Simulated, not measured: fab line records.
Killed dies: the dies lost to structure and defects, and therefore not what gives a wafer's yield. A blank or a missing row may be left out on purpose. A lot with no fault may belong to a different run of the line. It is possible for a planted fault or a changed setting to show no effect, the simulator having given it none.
Chamber matching | flow nand-harc | NHARC_A_SLIT_DEP_25 on pecvd-01: 3 sister chambers
The step deposits SiO2, target thk 200 nm. 6 wafers are shown with their chamber, then 9 later ones without.

== WAFERS WITH THEIR CHAMBER ==
wafer  | chamber | throttle-valve-pct (%) | heater-power-w (W)
L077.6 | 2       | 16.9                   | 652
L075.5 | 2       | 16.7                   | 612
L089.4 | 0       | 15.3                   | 776
L090.1 | 1       | 16.0                   | 457
L090.4 | 1       | 15.9                   | 488
L090.5 | 0       | 15.8                   | 674

== WAFERS WITHOUT THEIR CHAMBER ==
wafer  | throttle-valve-pct (%) | heater-power-w (W)
L092.1 | 15.4                   | 753
L092.3 | 15.9                   | 532
L092.4 | 15.6                   | 752
L093.1 | 16.1                   | 436
L093.2 | 15.4                   | 648
L093.4 | 15.7                   | 673
L097.2 | 16.7                   | 508
L097.5 | 16.6                   | 527
L097.6 | 16.1                   | 411

== CHAMBER TAKEN BY EACH ==
wafer  | from the rows above     | in truth
L092.1 | 0                       | 0
L092.3 | 1                       | 1
L092.4 | 0                       | 0
L093.1 | 1                       | 1
L093.2 | 0                       | 0
L093.4 | 0                       | 0
L097.2 | can't be placed: 2 or 1 | 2
L097.5 | can't be placed: 2 or 1 | 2
L097.6 | 1                       | 1
Correct placement for 7 of the 9. These rows do not allow placing 2 (true chamber among the candidates in 2). Number placed wrongly: 0.
How it was worked out, from the rows above alone: a wafer's distance from a chamber is the root of the sum, over the readings, of the square of ((its reading less the chamber's mean) divided by the reading's scatter). If the next closest chamber is less than 2 further off than the closest, the wafer can't be placed; otherwise it belongs to the closest. A chamber's mean is the mean of its shown wafers. The scatter is the square root of a quotient: the sum, over the shown wafers, of each reading's squared deviation from its chamber's mean, divided by wafers minus chambers.
